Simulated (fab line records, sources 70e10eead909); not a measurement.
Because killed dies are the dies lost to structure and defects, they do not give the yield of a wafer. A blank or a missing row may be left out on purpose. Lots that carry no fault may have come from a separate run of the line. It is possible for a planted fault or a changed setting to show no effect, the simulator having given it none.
Chamber matching	flow nand-harc	ald-hk-03 running NHARC_A_WL_FILL_ALD_10: 4 sister chambers
The step deposits SiO2, target thk 50 nm, pulse time 10 s, ald cycles 500. 4 wafers are shown with their chamber, then 7 later ones without.

EACH WAFER AND ITS CHAMBER
wafer	chamber	heater-power-w (W)
L081.6	3	487
L089.4	0	449
L086.2	2	377
L086.3	1	526

WAFERS WITHOUT THEIR CHAMBER
wafer	heater-power-w (W)
L086.6	379
L092.1	461
L092.3	523
L092.4	495
L095.2	499
L095.3	388
L095.6	489

WHICH CHAMBER EACH ONE RAN IN
wafer	from the rows above	in truth
L086.6	2	2
L092.1	can't be placed: 0 or 3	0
L092.3	1	1
L092.4	3	3
L095.2	can't be placed: 3 or 1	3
L095.3	2	2
L095.6	3	3
Placed correctly: 5 of 7. Unplaceable from these rows: 2, with the true chamber sitting among the candidates in 2. Number placed wrongly: 0.
How it was worked out, from the rows above alone: a wafer's distance from a chamber is the root of the sum, over the readings, of the square of ((its reading less the chamber's mean) divided by the reading's scatter). The wafer belongs to the nearest chamber; if the next one is less than 2 further off, it can't be placed. A chamber's mean is the mean of its shown wafers. The scatter (one wafer shown for each chamber): square how far every hidden wafer sits from the nearest shown wafer, average those squares and take the square root.
